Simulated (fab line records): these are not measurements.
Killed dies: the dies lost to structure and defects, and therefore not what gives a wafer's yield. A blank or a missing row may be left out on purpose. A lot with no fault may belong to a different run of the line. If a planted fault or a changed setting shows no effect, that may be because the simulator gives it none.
Which of the tools did it? | flow nand_harc | 6 lots with 18 wafers sampled at 2 steps, on a route of 1302 steps

== WHAT THE GAUGES READ, wafer by wafer ==
NHARC_P_M2_INSPECT_11.
lot  | measured     | on                | raw_defect_count
L478 | day 7 22:16  | defect_inspect-01 | 3 3 6
L481 | day 8 19:59  | defect_inspect-02 | 2 1 6
L484 | day 10 12:22 | defect_inspect-02 | 8 4 9
L488 | day 12 05:52 | defect_inspect-02 | 10 7 5
L493 | day 14 04:17 | defect_inspect-02 | 5 6 4
L497 | day 15 11:37 | defect_inspect-02 | 7 6 2

== WHAT TOOL EACH LOT RAN ON (gives the tool, then ch and the chambers of the sampled wafers, and finally the start) ==
lot  | NHARC_P_M1_PVD_20
L478 | pvd_sputter-01, day 7 22:16 or earlier
L481 | pvd_sputter-03, day 8 19:59 or earlier
L484 | pvd_sputter-02, day 10 12:22 or earlier
L488 | pvd_sputter-03, day 12 05:52 or earlier
L493 | pvd_sputter-01, day 14 04:17 or earlier
L497 | pvd_sputter-02, day 15 11:37 or earlier
- NHARC_P_M1_PVD_20: deposits TaN, target thk 5 nm, time 8.06 s.

== THE ANSWER, worked out from the rows above alone ==
Rule: the lots themselves supply what counts as usual. The widest of any qualifying gaps counts: lots, ordered by their means at a reading, are off when they make up no more than a third of the lots, leave a main group of 4 or more, and stand apart from it by 3 or more times the standard deviation of that group's means. A main group is skipped when, at the precision printed for the reading in the tables above, its means are all equal. Also off: a lot with no number at a reading for which 4 or more lots have one. All remaining lots with rows at the step are treated as sound.
Across all readings shown, no lot is off: no conclusion can be drawn from this.

== WHAT THE SIMULATOR PUT IN ==
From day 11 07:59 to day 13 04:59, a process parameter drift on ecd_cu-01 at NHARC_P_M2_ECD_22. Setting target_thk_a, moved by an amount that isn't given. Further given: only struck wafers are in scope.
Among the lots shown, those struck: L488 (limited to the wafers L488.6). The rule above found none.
